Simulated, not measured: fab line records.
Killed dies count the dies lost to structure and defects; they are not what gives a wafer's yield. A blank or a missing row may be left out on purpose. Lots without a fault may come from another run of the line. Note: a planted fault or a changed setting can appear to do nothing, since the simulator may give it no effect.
fab line records / flow n5Finfet / part 2 of 2: steps 18 to 23 of 23
[record] lots = 5 wafers = 15 lastDay = 19
route steps=1938 shown BEOL_M4@1047
lots that met no fault: taken from a fault-free run of the same line
startH: start of the lot's first displayed wafer, in hours after the record's first day / waitH: hours elapsed since this lot's preceding step / " unchanged from the row above / L1.1+2: a single row standing in for several wafers / - value missing, or start not given / * or withheld: withheld / < > ~ a bound
route shown NAME@n: a module of which the file shows steps, and the number in the route of the first / usual: mean and standard deviation over wafers with no fault / same: alike in all rows / chamber/n: place in a boat / sites: each site's reading / _std_site: the standard deviation of these / _edge_site: inner sites' mean taken away from outer sites' mean / radiusMm: how far each site lies from the wafer's centre / mask NAME#n: copy n / behind: the most recent tool/chamber to have shaped the wafer / hold: why the lot went on hold/how many hours it stayed there/how the hold came to an end / device: transistor that didn't switch, given as n, p or np / end of line: the route-end tests of the same wafers / a step with no rows: only its recipe / killed: at the first sort, the dies lost to defects and structure; wafer yield is something else / map: shows each die of a wafer: x if killed, . if not, _ if none is there
set.NAME: the run value of the setting; set.NAME@STEP: its run value at that earlier step / model.NAME: the simulator's own value behind a step, which no gauge read
a table for each step, a row for each wafer; lots at some steps of the route
services: from which hour (startH, from the record's first day; less than 0 if before it) a tool's chamber was out of use, for how many hours, and why
[[steps]]
[step N5_BEOL_M4_ETCH_70]
[recipe] chemistry = N2/H2 target = SOC targetDepthA = 800 overetchA = 240 maskMaterial = SiARC tempC = 40 timeS = 130 ionEnergyEv = 200 pressureMtorr = 30 sourceW = 840 biasW = 150 n2FlowSccm = 200 h2FlowSccm = 200
[usual] chamberPressureMTorr = 29.997/0.026 drypumpMotorCurrentA = 5.6/0.45 n2FlowSccm = 200.0/0.58 oesProductAu = 0.60/0.062 rfFwdPowerW = 836.1/2.4 rfVppV = 524.3/2.5 showerheadPlenumPTorr = 2.55/0.085 throttleValvePct = 17.71/0.22
lot.wafer=L083.3 tool=rieDiel-02 chamber=2 startH=237.74 waitH=0.0 chamberPressureMTorr=29.996 drypumpMotorCurrentA=5.2 n2FlowSccm=198.6 oesProductAu=0.55 rfFwdPowerW=836.2 rfHoursCounterH=144 rfVppV=525.5 showerheadPlenumPTorr=2.63 throttleValvePct=17.59
lot.wafer=L083.4 tool=rieDiel-02 chamber=3 startH=237.74 waitH=0.0 chamberPressureMTorr=29.968 drypumpMotorCurrentA=5.7 n2FlowSccm=201.3 oesProductAu=0.66 rfFwdPowerW=842.5 rfHoursCounterH=29 rfVppV=522.6 showerheadPlenumPTorr=2.46 throttleValvePct=17.29
lot.wafer=L083.6 tool=rieDiel-02 chamber=3 startH=237.74 waitH=0.0 chamberPressureMTorr=30.000 drypumpMotorCurrentA=5.7 n2FlowSccm=200.4 oesProductAu=0.65 rfFwdPowerW=839.9 rfHoursCounterH=- rfVppV=521.9 showerheadPlenumPTorr=2.46 throttleValvePct=17.29
lot.wafer=L088.3 tool=rieDiel-03 chamber=0 startH=271.32 waitH=0.0 chamberPressureMTorr=30.010 drypumpMotorCurrentA=5.0 n2FlowSccm=200.0 oesProductAu=0.59 rfFwdPowerW=836.7 rfHoursCounterH=72 rfVppV=524.4 showerheadPlenumPTorr=2.55 throttleValvePct=17.56
lot.wafer=L088.5 tool=rieDiel-03 chamber=0 startH=271.32 waitH=0.0 chamberPressureMTorr=29.991 drypumpMotorCurrentA=5.0 n2FlowSccm=200.3 oesProductAu=0.59 rfFwdPowerW=837.5 rfHoursCounterH=- rfVppV=525.7 showerheadPlenumPTorr=2.55 throttleValvePct=17.55
lot.wafer=L088.6 tool=rieDiel-03 chamber=2 startH=271.32 waitH=0.0 chamberPressureMTorr=29.986 drypumpMotorCurrentA=5.3 n2FlowSccm=199.9 oesProductAu=0.52 rfFwdPowerW=834.1 rfHoursCounterH=- rfVppV=518.7 showerheadPlenumPTorr=2.40 throttleValvePct=17.94
lot.wafer=L087.1 tool=rieDiel-03 chamber=0 startH=279.90 waitH=0.0 chamberPressureMTorr=30.044 drypumpMotorCurrentA=5.0 n2FlowSccm=200.5 oesProductAu=0.60 rfFwdPowerW=832.5 rfHoursCounterH=76 rfVppV=524.9 showerheadPlenumPTorr=2.55 throttleValvePct=17.55
lot.wafer=L087.2 tool=rieDiel-03 chamber=3 startH=279.90 waitH=0.0 chamberPressureMTorr=29.966 drypumpMotorCurrentA=4.9 n2FlowSccm=199.6 oesProductAu=0.63 rfFwdPowerW=831.7 rfHoursCounterH=44 rfVppV=527.6 showerheadPlenumPTorr=2.69 throttleValvePct=17.62
lot.wafer=L087.3 tool=rieDiel-03 chamber=2 startH=279.90 waitH=0.0 chamberPressureMTorr=29.992 drypumpMotorCurrentA=5.2 n2FlowSccm=199.5 oesProductAu=0.51 rfFwdPowerW=833.9 rfHoursCounterH=219 rfVppV=519.4 showerheadPlenumPTorr=2.40 throttleValvePct=17.96
lot.wafer=L094.3 tool=rieDiel-04 chamber=1 startH=321.82 waitH=0.0 chamberPressureMTorr=29.972 drypumpMotorCurrentA=5.7 n2FlowSccm=199.0 oesProductAu=0.52 rfFwdPowerW=836.9 rfHoursCounterH=227 rfVppV=521.5 showerheadPlenumPTorr=2.52 throttleValvePct=18.06
lot.wafer=L094.4 tool=rieDiel-04 chamber=3 startH=321.82 waitH=0.0 chamberPressureMTorr=30.038 drypumpMotorCurrentA=6.0 n2FlowSccm=199.4 oesProductAu=0.62 rfFwdPowerW=838.0 rfHoursCounterH=- rfVppV=523.7 showerheadPlenumPTorr=2.60 throttleValvePct=17.89
lot.wafer=L094.6 tool=rieDiel-04 chamber=1 startH=321.82 waitH=0.0 chamberPressureMTorr=30.016 drypumpMotorCurrentA=5.7 n2FlowSccm=200.0 oesProductAu=0.53 rfFwdPowerW=838.2 rfHoursCounterH=- rfVppV=524.0 showerheadPlenumPTorr=2.53 throttleValvePct=18.08
lot.wafer=L096.1 tool=rieDiel-02 chamber=2 startH=344.18 waitH=0.0 chamberPressureMTorr=29.976 drypumpMotorCurrentA=5.2 n2FlowSccm=200.6 oesProductAu=0.53 rfFwdPowerW=837.6 rfHoursCounterH=183 rfVppV=527.2 showerheadPlenumPTorr=2.62 throttleValvePct=17.65
lot.wafer=L096.2 tool=rieDiel-02 chamber=0 startH=344.18 waitH=0.0 chamberPressureMTorr=29.999 drypumpMotorCurrentA=6.4 n2FlowSccm=198.8 oesProductAu=0.56 rfFwdPowerW=832.2 rfHoursCounterH=141 rfVppV=523.5 showerheadPlenumPTorr=2.52 throttleValvePct=17.87
lot.wafer=L096.4 tool=rieDiel-02 chamber=1 startH=344.18 waitH=0.0 chamberPressureMTorr=30.002 drypumpMotorCurrentA=5.5 n2FlowSccm=199.5 oesProductAu=0.66 rfFwdPowerW=837.3 rfHoursCounterH=- rfVppV=521.7 showerheadPlenumPTorr=2.50 throttleValvePct=17.97
[step N5_BEOL_M4_STRIP_71]
[recipe] chemistry = N2/H2 tempC = 40 n2FlowSccm = 200 h2FlowSccm = 200 rfFrequencyHz = 6e+07
lot.wafer=L083.3+4+6 tool=rieDiel-02 chamber=2,3,3 startH=237.83 waitH=0.0
lot.wafer=L088.3+5+6 tool=rieDiel-03 chamber=0,0,2 startH=271.41 waitH=0.0
lot.wafer=L087.1+2+3 tool=rieDiel-03 chamber=0,3,2 startH=279.98 waitH=0.0
lot.wafer=L094.3+4+6 tool=rieDiel-04 chamber=1,3,1 startH=321.90 waitH=0.0
lot.wafer=L096.1+2+4 tool=rieDiel-02 chamber=2,0,1 startH=344.27 waitH=0.0
[step N5_BEOL_M4_STRIP_78]
[recipe] chemistry = N2/H2 tempC = 40 n2FlowSccm = 200 h2FlowSccm = 200 rfFrequencyHz = 6e+07
lot.wafer=L083.3+4+6 tool=rieDiel-02 chamber=2,3,3 startH=237.84 waitH=0.0
lot.wafer=L088.3+5+6 tool=rieDiel-03 chamber=0,0,2 startH=271.42 waitH=0.0
lot.wafer=L087.1+2+3 tool=rieDiel-03 chamber=0,3,2 startH=279.99 waitH=0.0
lot.wafer=L094.3+4+6 tool=rieDiel-04 chamber=1,3,1 startH=321.91 waitH=0.0
lot.wafer=L096.1+2+4 tool=rieDiel-02 chamber=2,0,1 startH=344.28 waitH=0.0
[step N5_BEOL_M4_VIA_ETCH_34]
[recipe] chemistry = C4F6/O2 targetDepthA = 694 maskMaterial = SOC pressureMtorr = 15 ionEnergyEv = 250 taperDeg = 4 timeS = 65.9 sourceW = 350 biasW = 170 Ar_flow_sccm = 300 C4F6_flow_sccm = 10 O2_flow_sccm = 10
[usual] chamberPressureMTorr = 14.998/0.014 drypumpMotorCurrentA = 5.6/0.45 oes_ar_750_au = 0.81/0.082 oesProductAu = 0.81/0.089 rfFwdPowerW = 347.4/1.3 rfVppV = 666/17 showerheadPlenumPTorr = 2.86/0.086 throttleValvePct = 30.7/0.3
lot.wafer=L083.3 tool=rieDiel-02 chamber=2 startH=237.85 waitH=0.0 chamberPressureMTorr=15.020 drypumpMotorCurrentA=5.2 oes_ar_750_au=0.75 oesProductAu=0.75 rfFwdPowerW=346.5 rfHoursCounterH=144 rfVppV=655 showerheadPlenumPTorr=2.94 throttleValvePct=30.5
lot.wafer=L083.4 tool=rieDiel-02 chamber=3 startH=237.85 waitH=0.0 chamberPressureMTorr=14.986 drypumpMotorCurrentA=5.7 oes_ar_750_au=0.89 oesProductAu=0.90 rfFwdPowerW=347.7 rfHoursCounterH=29 rfVppV=655 showerheadPlenumPTorr=2.78 throttleValvePct=30.5
lot.wafer=L083.6 tool=rieDiel-02 chamber=3 startH=237.85 waitH=0.0 chamberPressureMTorr=15.014 drypumpMotorCurrentA=5.7 oes_ar_750_au=0.90 oesProductAu=0.90 rfFwdPowerW=347.0 rfHoursCounterH=- rfVppV=655 showerheadPlenumPTorr=2.78 throttleValvePct=30.4
lot.wafer=L088.3 tool=rieDiel-03 chamber=0 startH=271.43 waitH=0.0 chamberPressureMTorr=14.991 drypumpMotorCurrentA=5.0 oes_ar_750_au=0.83 oesProductAu=0.82 rfFwdPowerW=348.2 rfHoursCounterH=72 rfVppV=677 showerheadPlenumPTorr=2.86 throttleValvePct=30.6
lot.wafer=L088.5 tool=rieDiel-03 chamber=0 startH=271.43 waitH=0.0 chamberPressureMTorr=14.991 drypumpMotorCurrentA=5.0 oes_ar_750_au=0.82 oesProductAu=0.81 rfFwdPowerW=348.2 rfHoursCounterH=- rfVppV=676 showerheadPlenumPTorr=2.86 throttleValvePct=30.6
lot.wafer=L088.6 tool=rieDiel-03 chamber=2 startH=271.43 waitH=0.0 chamberPressureMTorr=15.007 drypumpMotorCurrentA=5.2 oes_ar_750_au=0.70 oesProductAu=0.70 rfFwdPowerW=348.3 rfHoursCounterH=- rfVppV=668 showerheadPlenumPTorr=2.70 throttleValvePct=31.2
lot.wafer=L087.1 tool=rieDiel-03 chamber=0 startH=280.00 waitH=0.0 chamberPressureMTorr=14.998 drypumpMotorCurrentA=5.0 oes_ar_750_au=0.82 oesProductAu=0.81 rfFwdPowerW=347.5 rfHoursCounterH=76 rfVppV=676 showerheadPlenumPTorr=2.86 throttleValvePct=30.6
lot.wafer=L087.2 tool=rieDiel-03 chamber=3 startH=280.00 waitH=0.0 chamberPressureMTorr=14.999 drypumpMotorCurrentA=4.9 oes_ar_750_au=0.84 oesProductAu=0.86 rfFwdPowerW=347.9 rfHoursCounterH=44 rfVppV=705 showerheadPlenumPTorr=3.01 throttleValvePct=30.5
lot.wafer=L087.3 tool=rieDiel-03 chamber=2 startH=280.00 waitH=0.0 chamberPressureMTorr=14.986 drypumpMotorCurrentA=5.2 oes_ar_750_au=0.70 oesProductAu=0.70 rfFwdPowerW=347.0 rfHoursCounterH=219 rfVppV=669 showerheadPlenumPTorr=2.70 throttleValvePct=31.2
lot.wafer=L094.3 tool=rieDiel-04 chamber=1 startH=321.92 waitH=0.0 chamberPressureMTorr=14.989 drypumpMotorCurrentA=5.7 oes_ar_750_au=0.71 oesProductAu=0.74 rfFwdPowerW=348.9 rfHoursCounterH=227 rfVppV=666 showerheadPlenumPTorr=2.83 throttleValvePct=31.1
lot.wafer=L094.4 tool=rieDiel-04 chamber=3 startH=321.92 waitH=0.0 chamberPressureMTorr=15.026 drypumpMotorCurrentA=6.0 oes_ar_750_au=0.84 oesProductAu=0.85 rfFwdPowerW=348.6 rfHoursCounterH=- rfVppV=692 showerheadPlenumPTorr=2.85 throttleValvePct=30.5
lot.wafer=L094.6 tool=rieDiel-04 chamber=1 startH=321.92 waitH=0.0 chamberPressureMTorr=14.999 drypumpMotorCurrentA=5.7 oes_ar_750_au=0.72 oesProductAu=0.73 rfFwdPowerW=348.6 rfHoursCounterH=- rfVppV=664 showerheadPlenumPTorr=2.83 throttleValvePct=31.1
lot.wafer=L096.1 tool=rieDiel-02 chamber=2 startH=344.29 waitH=0.0 chamberPressureMTorr=15.012 drypumpMotorCurrentA=5.3 oes_ar_750_au=0.72 oesProductAu=0.72 rfFwdPowerW=347.0 rfHoursCounterH=183 rfVppV=654 showerheadPlenumPTorr=2.93 throttleValvePct=30.5
lot.wafer=L096.2 tool=rieDiel-02 chamber=0 startH=344.29 waitH=0.0 chamberPressureMTorr=14.997 drypumpMotorCurrentA=6.3 oes_ar_750_au=0.79 oesProductAu=0.76 rfFwdPowerW=347.0 rfHoursCounterH=141 rfVppV=646 showerheadPlenumPTorr=2.85 throttleValvePct=31.2
lot.wafer=L096.4 tool=rieDiel-02 chamber=1 startH=344.29 waitH=0.0 chamberPressureMTorr=14.971 drypumpMotorCurrentA=5.5 oes_ar_750_au=0.88 oesProductAu=0.89 rfFwdPowerW=348.0 rfHoursCounterH=- rfVppV=669 showerheadPlenumPTorr=2.79 throttleValvePct=31.0
[step N5_BEOL_M4_STRIP_83]
[recipe] chemistry = C4F6/O2 resist = SiARC rfFrequencyHz = 6e+07
lot.wafer=L083.3+4+6 tool=rieDiel-02 chamber=2,3,3 startH=237.90 waitH=0.0
lot.wafer=L088.3+5+6 tool=rieDiel-03 chamber=0,0,2 startH=271.48 waitH=0.0
lot.wafer=L087.1+2+3 tool=rieDiel-03 chamber=0,3,2 startH=280.06 waitH=0.0
lot.wafer=L094.3+4+6 tool=rieDiel-04 chamber=1,3,1 startH=321.97 waitH=0.0
lot.wafer=L096.1+2+4 tool=rieDiel-02 chamber=2,0,1 startH=344.34 waitH=0.0
[step N5_BEOL_M4_STRIP_36]
[recipe] chemistry = N2/H2 powerW = 450 tempC = 40 pressureMtorr = 20 rfFrequencyHz = 6e+07 overashFraction = 0.3 biasPowerW = 7 h2Frac = 0.5 n2FlowSccm = 200 h2FlowSccm = 200
[usual] chamberPressureMTorr = 20.00/0.036 drypumpMotorCurrentA = 5.6/0.45 n2FlowSccm = 200.0/0.61 oesProductAu = 0.82/0.092 rfVppV = 59.5/1.2 showerheadPlenumPTorr = 2.55/0.085 throttleValvePct = 23.48/0.29
lot.wafer=L083.3 tool=rieDiel-02 chamber=2 startH=237.91 waitH=0.0 chamberPressureMTorr=19.94 drypumpMotorCurrentA=5.2 n2FlowSccm=199.7 oesProductAu=0.76 rfHoursCounterH=144 rfVppV=61.0 showerheadPlenumPTorr=2.63 throttleValvePct=23.46
lot.wafer=L083.4 tool=rieDiel-02 chamber=3 startH=237.91 waitH=0.0 chamberPressureMTorr=20.01 drypumpMotorCurrentA=5.7 n2FlowSccm=200.3 oesProductAu=0.89 rfHoursCounterH=29 rfVppV=59.3 showerheadPlenumPTorr=2.45 throttleValvePct=22.96
lot.wafer=L083.6 tool=rieDiel-02 chamber=3 startH=237.91 waitH=0.0 chamberPressureMTorr=19.93 drypumpMotorCurrentA=5.7 n2FlowSccm=200.4 oesProductAu=0.90 rfHoursCounterH=- rfVppV=57.9 showerheadPlenumPTorr=2.45 throttleValvePct=22.98
lot.wafer=L088.3 tool=rieDiel-03 chamber=0 startH=271.49 waitH=0.0 chamberPressureMTorr=20.05 drypumpMotorCurrentA=5.0 n2FlowSccm=200.2 oesProductAu=0.80 rfHoursCounterH=72 rfVppV=61.2 showerheadPlenumPTorr=2.55 throttleValvePct=23.19
lot.wafer=L088.5 tool=rieDiel-03 chamber=0 startH=271.49 waitH=0.0 chamberPressureMTorr=20.02 drypumpMotorCurrentA=5.0 n2FlowSccm=200.0 oesProductAu=0.80 rfHoursCounterH=- rfVppV=58.6 showerheadPlenumPTorr=2.55 throttleValvePct=23.18
lot.wafer=L088.6 tool=rieDiel-03 chamber=2 startH=271.49 waitH=0.0 chamberPressureMTorr=20.05 drypumpMotorCurrentA=5.2 n2FlowSccm=200.1 oesProductAu=0.71 rfHoursCounterH=- rfVppV=58.7 showerheadPlenumPTorr=2.39 throttleValvePct=23.65
lot.wafer=L087.1 tool=rieDiel-03 chamber=0 startH=280.07 waitH=0.0 chamberPressureMTorr=20.04 drypumpMotorCurrentA=5.0 n2FlowSccm=199.3 oesProductAu=0.79 rfHoursCounterH=76 rfVppV=60.2 showerheadPlenumPTorr=2.54 throttleValvePct=23.15
lot.wafer=L087.2 tool=rieDiel-03 chamber=3 startH=280.07 waitH=0.0 chamberPressureMTorr=19.97 drypumpMotorCurrentA=4.8 n2FlowSccm=200.2 oesProductAu=0.87 rfHoursCounterH=44 rfVppV=60.1 showerheadPlenumPTorr=2.69 throttleValvePct=23.34
lot.wafer=L087.3 tool=rieDiel-03 chamber=2 startH=280.07 waitH=0.0 chamberPressureMTorr=20.02 drypumpMotorCurrentA=5.2 n2FlowSccm=199.9 oesProductAu=0.70 rfHoursCounterH=219 rfVppV=59.1 showerheadPlenumPTorr=2.39 throttleValvePct=23.68
lot.wafer=L094.3 tool=rieDiel-04 chamber=1 startH=321.98 waitH=0.0 chamberPressureMTorr=19.92 drypumpMotorCurrentA=5.7 n2FlowSccm=199.8 oesProductAu=0.72 rfHoursCounterH=227 rfVppV=57.6 showerheadPlenumPTorr=2.52 throttleValvePct=23.82
lot.wafer=L094.4 tool=rieDiel-04 chamber=3 startH=321.98 waitH=0.0 chamberPressureMTorr=19.98 drypumpMotorCurrentA=6.0 n2FlowSccm=200.1 oesProductAu=0.85 rfHoursCounterH=- rfVppV=61.3 showerheadPlenumPTorr=2.59 throttleValvePct=23.70
lot.wafer=L094.6 tool=rieDiel-04 chamber=1 startH=321.98 waitH=0.0 chamberPressureMTorr=20.01 drypumpMotorCurrentA=5.7 n2FlowSccm=200.0 oesProductAu=0.74 rfHoursCounterH=- rfVppV=60.2 showerheadPlenumPTorr=2.52 throttleValvePct=23.86
lot.wafer=L096.1 tool=rieDiel-02 chamber=2 startH=344.35 waitH=0.0 chamberPressureMTorr=19.95 drypumpMotorCurrentA=5.2 n2FlowSccm=199.6 oesProductAu=0.72 rfHoursCounterH=183 rfVppV=61.9 showerheadPlenumPTorr=2.61 throttleValvePct=23.50
lot.wafer=L096.2 tool=rieDiel-02 chamber=0 startH=344.35 waitH=0.0 chamberPressureMTorr=19.94 drypumpMotorCurrentA=6.3 n2FlowSccm=200.4 oesProductAu=0.75 rfHoursCounterH=141 rfVppV=59.1 showerheadPlenumPTorr=2.52 throttleValvePct=23.49
lot.wafer=L096.4 tool=rieDiel-02 chamber=1 startH=344.35 waitH=0.0 chamberPressureMTorr=19.97 drypumpMotorCurrentA=5.5 n2FlowSccm=199.1 oesProductAu=0.90 rfHoursCounterH=- rfVppV=58.7 showerheadPlenumPTorr=2.50 throttleValvePct=23.99
[[services]]
tool=euvScanner-02 chamber=- startH=210.43 hours=1.0 kind=pm
tool=aldSin-02 chamber=- startH=214.53 hours=6.1 kind=pm
tool=euvScanner-01 chamber=- startH=215.95 hours=1.4 kind=repair
tool=euvScanner-01 chamber=- startH=232.71 hours=1.1 kind=repair
tool=aldSin-01 chamber=3 startH=241.24 hours=13.3 kind=repair
tool=rieDiel-04 chamber=2 startH=244.17 hours=16.4 kind=repair
tool=euvScanner-01 chamber=- startH=244.47 hours=1.0 kind=pm
tool=euvScanner-02 chamber=- startH=250.68 hours=1.5 kind=repair
tool=aldSin-01 chamber=1 startH=256.45 hours=4.3 kind=repair
tool=rieDiel-03 chamber=1 startH=263.46 hours=- kind=clean
tool=rieDiel-03 chamber=1 startH=263.46 hours=- kind=consumableReplace:focusRing
tool=euvScanner-02 chamber=- startH=264.58 hours=4.6 kind=pm
tool=euvScanner-01 chamber=- startH=276.18 hours=0.6 kind=repair
tool=aldSin-02 chamber=- startH=281.99 hours=0.4 kind=repair
tool=euvScanner-02 chamber=- startH=284.74 hours=4.4 kind=repair
tool=rieDiel-02 chamber=1 startH=286.15 hours=11.8 kind=repair
tool=aldSin-01 chamber=0 startH=289.76 hours=4.6 kind=repair
tool=euvScanner-01 chamber=- startH=300.62 hours=1.0 kind=pm
tool=rieDiel-04 chamber=0 startH=302.78 hours=- kind=clean
tool=rieDiel-04 chamber=0 startH=302.78 hours=- kind=consumableReplace:focusRing
tool=aldSin-02 chamber=- startH=310.38 hours=6.0 kind=pm
tool=euvScanner-02 chamber=- startH=322.73 hours=1.0 kind=pm
tool=rieDiel-02 chamber=3 startH=333.88 hours=28.2 kind=repair
tool=euvScanner-02 chamber=- startH=339.38 hours=6.2 kind=repair
